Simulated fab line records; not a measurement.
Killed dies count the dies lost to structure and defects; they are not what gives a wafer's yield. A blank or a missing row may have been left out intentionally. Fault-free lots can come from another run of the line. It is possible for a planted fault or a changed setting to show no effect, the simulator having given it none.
fab line records -- flow n5-finfet
[record] lots = 12, wafers = 34, last-day = 17
route steps=1938 shown WELL_APT@43 PMOS_HMC_CHANNEL_EPI@58 BEOL_M4@1111
lots that met no fault: from a run of the same line without faults
start-h: start of the lot's first displayed wafer, in hours after the record's first day -- wait-h: hours elapsed since this lot's preceding step -- " as in the row above -- L1.1+2: a row that stands for several wafers -- - no value present, or no start provided -- * or withheld: withheld -- < > ~ a bound
route shown NAME@n: NAME is a module with steps in the file, n the number in the route of the first one -- usual: average and standard deviation across the fault-free wafers -- same: alike in all rows -- chamber/n: place in a boat -- sites: the reading at each site -- _std_site: how widely they spread, as a standard deviation -- _edge_site: outer sites' mean less inner sites' -- radius-mm: how far each site lies from the wafer's centre -- mask NAME#n: copy n -- behind: the tool/chamber that last shaped the wafer -- hold: what put the lot on hold/how long, in hours/how the hold closed -- device: the n, p or np transistor that did not switch -- end of line: the route-end tests of the same wafers -- where a step has no rows: the recipe by itself -- killed: not the wafer's yield, but the dies lost to structure and defects at the first sort -- map: a wafer's dies, x killed, . not, _ none there
set.NAME: the run value of the setting; set.NAME@STEP: its run value at that earlier step -- model.NAME: the simulator's own value behind a step, which no gauge read
route steps across a sampled set of lots; one table per step, one row per wafer
services: from which hour (start-h, from the record's first day; less than 0 if before it) a tool's chamber was out of use, for how many hours, and why
[[steps]]
[step N5_WELL_APT_CD_MEAS_25]
[recipe] target-cd-nm = 200, landing-energy-ev = 500, detector = se-inlens
[usual] cd-nm = 199.1/2.6
lot.wafer,tool,chamber,start-h,wait-h,cd-nm
L586.1,cd-sem-03,0,14.99,-,194.2
L586.3,cd-sem-03,0,14.99,-,196.0
L586.5,cd-sem-03,0,14.99,-,196.9
L589.2,cd-sem-02,0,33.02,-,204.6
L589.4,cd-sem-02,0,33.02,-,199.4
L589.6,cd-sem-02,0,33.02,-,203.3
L592.2,cd-sem-01,0,51.16,-,197.3
L592.3,cd-sem-01,0,51.16,-,197.1
L592.6,cd-sem-01,0,51.16,-,195.4
L593.1,cd-sem-03,0,56.90,-,196.6
L593.4,cd-sem-03,0,56.90,-,197.2
L593.5,cd-sem-03,0,56.90,-,200.1
L596.1,cd-sem-02,0,75.12,-,199.3
L596.2,cd-sem-02,0,75.12,-,196.3
L596.4,cd-sem-02,0,75.12,-,197.1
L597.2,cd-sem-02,0,81.42,-,202.7
L597.3,cd-sem-02,0,81.42,-,199.2
L597.6,cd-sem-02,0,81.42,-,198.4
L598.2,cd-sem-01,0,87.26,-,199.0
L598.4,cd-sem-01,0,87.26,-,199.2
L598.5,cd-sem-01,0,87.26,-,199.0
L603.2,cd-sem-02,0,116.87,-,197.4
L603.5,cd-sem-02,0,116.87,-,196.6
L603.6,cd-sem-02,0,116.87,-,197.3
L605.2,cd-sem-02,0,128.77,-,198.9
L605.3,cd-sem-02,0,128.77,-,202.0
L607.2,cd-sem-02,0,141.08,-,197.8
L607.4,cd-sem-02,0,141.08,-,195.5
L607.5,cd-sem-02,0,141.08,-,194.3
L608.1,cd-sem-03,0,147.24,-,200.6
L608.4,cd-sem-03,0,147.24,-,199.3
L608.6,cd-sem-03,0,147.24,-,203.2
L609.4,cd-sem-03,0,152.83,-,202.3
L609.6,cd-sem-03,0,152.83,-,200.2
[step N5_WELL_APT_RTA_34]
[recipe] temp-c = 1000, time-s = 10, ambient = N2, idle-temp-c = 600, ramp-up-c-per-s = 150, ramp-down-c-per-s = 60, cool-to-c = 600
[usual] lamp-power-pct = 13.01/0.051, wafer_temp_C_max = 1003.6/1
lot.wafer,tool,chamber,start-h,wait-h,lamp-power-pct,wafer_temp_C_max
L586.1,rtp-anneal-01,0,15.85,0.0,13.02,1003.1
L586.3,rtp-anneal-01,0,15.85,0.0,13.03,1003.8
L586.5,rtp-anneal-01,0,15.85,0.0,13.04,1004.3
L589.2,rtp-anneal-02,0,33.93,0.1,13.04,1003.9
L589.4,rtp-anneal-02,0,33.93,0.1,12.91,1004.1
L589.6,rtp-anneal-02,0,33.93,0.1,13.01,1003.4
L592.2,rtp-anneal-01,0,52.25,0.2,13.10,1003.8
L592.3,rtp-anneal-01,0,52.25,0.2,13.03,1003.6
L592.6,rtp-anneal-01,0,52.25,0.2,13.03,1004.2
L593.1,rtp-anneal-01,0,57.75,0.0,13.04,1004.2
L593.4,rtp-anneal-01,0,57.75,0.0,13.03,1002.7
L593.5,rtp-anneal-01,0,57.75,0.0,13.03,1004.8
L596.1,rtp-anneal-01,0,76.19,0.0,13.02,1003.3
L596.2,rtp-anneal-01,0,76.19,0.0,13.01,1004.9
L596.4,rtp-anneal-01,0,76.19,0.0,13.04,1002.6
L597.2,rtp-anneal-01,0,82.73,0.2,12.96,1002.7
L597.3,rtp-anneal-01,0,82.73,0.2,13.07,1003.8
L597.6,rtp-anneal-01,0,82.73,0.2,13.04,1004.8
L598.2,rtp-anneal-02,0,88.13,0.0,12.92,1004.4
L598.4,rtp-anneal-02,0,88.13,0.0,12.97,1003.1
L598.5,rtp-anneal-02,0,88.13,0.0,13.03,1004.1
L603.2,rtp-anneal-01,0,117.93,0.2,12.91,1001.3
L603.5,rtp-anneal-01,0,117.93,0.2,12.93,1003.2
L603.6,rtp-anneal-01,0,117.93,0.2,13.02,1004.4
L605.2,rtp-anneal-02,0,129.68,0.0,13.03,1003.2
L605.3,rtp-anneal-02,0,129.68,0.0,13.10,1005.1
L607.2,rtp-anneal-02,0,142.17,0.3,13.05,1004.0
L607.4,rtp-anneal-02,0,142.17,0.3,13.07,1002.5
L607.5,rtp-anneal-02,0,142.17,0.3,12.96,1003.0
L608.1,rtp-anneal-02,0,148.90,0.2,13.06,1002.4
L608.4,rtp-anneal-02,0,148.90,0.2,13.11,1003.7
L608.6,rtp-anneal-02,0,148.90,0.2,12.98,1004.0
L609.4,rtp-anneal-01,0,153.98,0.1,12.99,1002.0
L609.6,rtp-anneal-01,0,153.98,0.1,13.00,1000.8
[step N5_PMOS_HMC_CHANNEL_EPI_COAT_31]
[recipe] resist = BARC, temp-c = 205, time-s = 60, spin-rpm = 1500, resist-thk-nm = 66
[usual] heater-power-total-W = 391.7/1.3, plate-temp-C = 204.99/0.15
lot.wafer,tool,chamber,start-h,wait-h,heater-power-total-W,plate-temp-C
L586.1,litho-track-05,0,16.81,0.0,391.5,204.81
L586.3,litho-track-05,0,16.81,0.0,392.3,204.99
L586.5,litho-track-05,0,16.81,0.0,393.5,204.92
L589.2,litho-track-04,0,34.89,0.1,390.0,205.17
L589.4,litho-track-04,0,34.89,0.1,392.5,205.06
L589.6,litho-track-04,0,34.89,0.1,389.5,205.25
L592.2,litho-track-02,0,53.20,0.0,391.7,204.97
L592.3,litho-track-02,0,53.20,0.0,391.8,204.90
L592.6,litho-track-02,0,53.20,0.0,392.7,204.96
L593.1,litho-track-05,0,58.72,0.0,389.9,204.89
L593.4,litho-track-05,0,58.72,0.0,392.7,204.77
L593.5,litho-track-05,0,58.72,0.0,391.4,205.04
L596.1,litho-track-05,0,77.17,0.0,382.2,200.74
L596.2,litho-track-05,0,77.17,0.0,381.7,200.70
L596.4,litho-track-05,0,77.17,0.0,379.7,200.71
L597.2,litho-track-05,0,83.68,0.0,383.2,200.80
L597.3,litho-track-05,0,83.68,0.0,382.6,200.69
L597.6,litho-track-05,0,83.68,0.0,382.2,200.73
L598.2,litho-track-05,0,89.08,0.0,382.3,200.49
L598.4,litho-track-05,0,89.08,0.0,380.2,200.51
L598.5,litho-track-05,0,89.08,0.0,381.5,200.54
L603.2,litho-track-02,0,118.90,0.0,392.5,205.04
L603.5,litho-track-02,0,118.90,0.0,390.8,205.07
L603.6,litho-track-02,0,118.90,0.0,393.4,204.98
L605.2,litho-track-04,0,130.83,0.0,392.8,204.96
L605.3,litho-track-04,0,130.83,0.0,390.8,204.82
L607.2,litho-track-05,0,143.12,0.0,393.3,204.87
L607.4,litho-track-05,0,143.12,0.0,390.2,205.04
L607.5,litho-track-05,0,143.12,0.0,390.1,205.10
L608.1,litho-track-04,0,150.07,0.0,391.2,204.97
L608.4,litho-track-04,0,150.07,0.0,390.8,205.16
L608.6,litho-track-04,0,150.07,0.0,390.4,205.07
L609.4,litho-track-05,0,154.88,0.0,392.7,204.98
L609.6,litho-track-05,0,154.88,0.0,392.6,204.99
[step N5_PMOS_HMC_CHANNEL_EPI_CD_MEAS_09]
[recipe] target-cd-nm = 237.4, landing-energy-ev = 500, detector = se-inlens
[usual] cd-nm = 237.4/1.3
lot.wafer,tool,chamber,start-h,wait-h,cd-nm
L586.1,cd-sem-02,0,17.16,-,240.1
L586.3,cd-sem-02,0,17.16,-,237.9
L586.5,cd-sem-02,0,17.16,-,238.1
L589.2,cd-sem-02,0,35.11,-,237.8
L589.4,cd-sem-02,0,35.11,-,237.9
L589.6,cd-sem-02,0,35.11,-,238.1
L592.2,cd-sem-02,0,53.42,-,236.0
L592.3,cd-sem-02,0,53.42,-,234.3
L592.6,cd-sem-02,0,53.42,-,235.4
L593.1,cd-sem-02,0,59.06,-,237.0
L593.4,cd-sem-02,0,59.06,-,237.5
L593.5,cd-sem-02,0,59.06,-,237.1
L596.1,cd-sem-01,0,77.52,-,238.8
L596.2,cd-sem-01,0,77.52,-,238.7
L596.4,cd-sem-01,0,77.52,-,236.4
L597.2,cd-sem-03,0,84.03,-,236.1
L597.3,cd-sem-03,0,84.03,-,237.8
L597.6,cd-sem-03,0,84.03,-,239.6
L598.2,cd-sem-03,0,89.30,-,237.1
L598.4,cd-sem-03,0,89.30,-,237.5
L598.5,cd-sem-03,0,89.30,-,238.0
L603.2,cd-sem-03,0,119.24,-,239.1
L603.5,cd-sem-03,0,119.24,-,238.5
L603.6,cd-sem-03,0,119.24,-,237.8
L605.2,cd-sem-03,0,131.05,-,237.5
L605.3,cd-sem-03,0,131.05,-,237.7
L607.2,cd-sem-02,0,143.34,-,235.0
L607.4,cd-sem-02,0,143.34,-,236.3
L607.5,cd-sem-02,0,143.34,-,234.1
L608.1,cd-sem-03,0,150.42,-,235.9
L608.4,cd-sem-03,0,150.42,-,235.5
L608.6,cd-sem-03,0,150.42,-,238.5
L609.4,cd-sem-03,0,155.24,-,236.3
L609.6,cd-sem-03,0,155.24,-,236.2
[step N5_BEOL_M4_RC_MEAS_101]
[usual] DIBL_N = 36.9/2.1, DIBL_P = 37.1/2.5, IOFF_N = 0.17/0.039, IOFF_P = 0.23/0.043, ION_N = 673/15, ION_P = 462/9.1, SS_N = 71.8/0.69, SS_P = 73.6/0.74, VT_N = 250/3.6, VT_P = -249.7/2.9
lot.wafer,tool,chamber,start-h,wait-h,DIBL_N[mV/V],DIBL_P[mV/V],IOFF_N[nA/um],IOFF_P[nA/um],ION_N[uA/um],ION_P[uA/um],SS_N[mV/dec],SS_P[mV/dec],VT_N[mV],VT_P[mV]
L589.2,prober-01,0,180.79,0.2,33.5,33.0,0.12,0.17,677,465,70.8,72.1,254,-252.8
L589.4,prober-01,0,180.79,0.2,35.6,35.0,0.15,0.19,665,453,71.1,72.9,249,-252.3
L589.6,prober-01,0,180.79,0.2,35.8,35.6,0.14,0.19,667,452,70.7,73.2,251,-250.6
L586.1,prober-01,0,185.58,0.0,37.9,37.0,0.18,0.19,674,447,71.8,73.2,248,-249.9
L586.3,prober-01,0,185.58,0.0,39.5,40.3,0.22,0.23,687,456,71.9,74.3,247,-250.1
L586.5,prober-01,0,185.58,0.0,37.5,36.5,0.16,0.17,664,444,72.2,73.8,253,-252.8
L592.2,prober-01,0,198.34,0.2,35.2,34.9,0.13,0.19,657,453,71.6,72.6,254,-252.9
L592.3,prober-01,0,198.34,0.2,38.6,38.4,0.20,0.26,673,462,71.9,73.9,250,-246.8
L592.6,prober-01,0,198.34,0.2,39.4,39.8,0.21,0.27,680,467,71.9,73.5,245,-245.6
L593.1,prober-02,0,205.37,0.0,36.1,34.1,0.13,0.19,668,461,70.6,72.6,256,-251.9
L593.4,prober-02,0,205.37,0.0,36.6,36.1,0.14,0.22,676,470,71.1,72.7,251,-249.4
L593.5,prober-02,0,205.37,0.0,36.8,36.1,0.15,0.23,654,456,71.0,73.3,252,-248.9
L596.1,prober-02,0,230.13,0.0,35.7,36.2,0.15,0.23,671,473,71.8,74.2,254,-250.8
L596.2,prober-02,0,230.13,0.0,33.3,32.3,0.12,0.17,657,459,70.3,73.5,255,-253.7
L596.4,prober-02,0,230.13,0.0,36.0,36.7,0.16,0.24,659,458,71.3,74.0,250,-248.8
L597.2,prober-01,0,241.92,0.2,32.6,32.5,0.11,0.17,653,452,70.7,73.0,254,-252.1
L597.3,prober-01,0,241.92,0.2,32.4,32.4,0.10,0.16,649,451,70.4,72.7,258,-252.9
L597.6,prober-01,0,241.92,0.2,36.7,37.9,0.17,0.26,680,476,71.5,74.5,250,-247.2
L598.2,prober-02,0,242.45,0.2,36.2,36.8,0.17,0.22,659,451,72.7,72.9,252,-249.3
L598.4,prober-02,0,242.45,0.2,37.6,40.2,0.22,0.29,682,468,72.4,73.5,249,-247.1
L598.5,prober-02,0,242.45,0.2,35.9,36.7,0.16,0.21,663,455,72.2,73.3,254,-252.4
L603.2,prober-01,0,267.39,0.2,39.1,39.0,0.23,0.26,689,473,72.1,73.4,244,-245.7
L603.5,prober-01,0,267.39,0.2,35.9,36.4,0.16,0.21,673,457,71.3,73.0,250,-250.8
L603.6,prober-01,0,267.39,0.2,40.5,42.4,0.25,0.31,701,476,72.7,74.5,246,-247.9
L605.2,prober-01,0,284.13,0.2,40.9,43.4,0.28,0.34,707,486,74.2,75.1,243,-244.5
L605.3,prober-01,0,284.13,0.2,39.5,40.8,0.22,0.28,682,456,73.1,75.3,244,-247.6
L607.2,prober-01,0,299.57,0.2,35.2,35.2,0.16,0.24,658,459,71.6,73.2,249,-246.8
L607.4,prober-01,0,299.57,0.2,33.2,32.6,0.13,0.19,666,464,71.5,72.3,252,-248.8
L607.5,prober-01,0,299.57,0.2,35.0,34.3,0.17,0.21,649,453,72.1,72.9,250,-248.8
L608.1,prober-02,0,302.10,0.0,37.3,35.9,0.17,0.21,681,462,72.1,73.4,248,-250.6
L608.4,prober-02,0,302.10,0.0,33.3,32.1,0.11,0.15,664,455,70.4,72.4,254,-254.1
L608.6,prober-02,0,302.10,0.0,37.4,37.0,0.19,0.23,700,474,71.9,73.5,245,-250.7
L609.4,prober-01,0,302.64,0.5,34.0,35.0,0.15,0.20,686,473,71.6,73.2,247,-249.2
L609.6,prober-01,0,302.64,0.5,39.7,42.6,0.27,0.35,712,485,73.2,75.6,242,-245.4
[[services]]
tool,chamber,start-h,hours,kind
litho-track-02,-,59.58,-,consumable-replace:filter
[[key]]
[first-sign] step = N5_PMOS_HMC_CHANNEL_EPI_COAT_31, reading = plate-temp-C, direction = down, sigmas = 29, usual = *, struck = *
[effect] step = N5_PMOS_HMC_CHANNEL_EPI_COAT_31, reading = heater-power-total-W, direction = down, sigmas = 7.6, usual = *, struck = *
met-at N5_PMOS_HMC_CHANNEL_EPI_COAT_31
struck-lots L596,L597,L598
[baseline-loss] step = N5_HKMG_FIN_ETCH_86, wafers = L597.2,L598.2
not-acting-at N5_WELL_APT_CD_MEAS_25,N5_WELL_APT_RTA_34,N5_PMOS_HMC_CHANNEL_EPI_CD_MEAS_09
onset-between 58.72 77.17
[fault] kind = process-parameter-drift, tool = litho-track-05, chamber = -, onset-h = 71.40, steps = N5_PMOS_HMC_CHANNEL_EPI_COAT_31, channel = temp-c, offset = *, shape = step, end-h = 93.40, acts-in = *, stated = *
// baseline-loss: these wafers lose ten dies or more at that step, a loss of the line's own and not of a fault; the sort's usual values leave them out
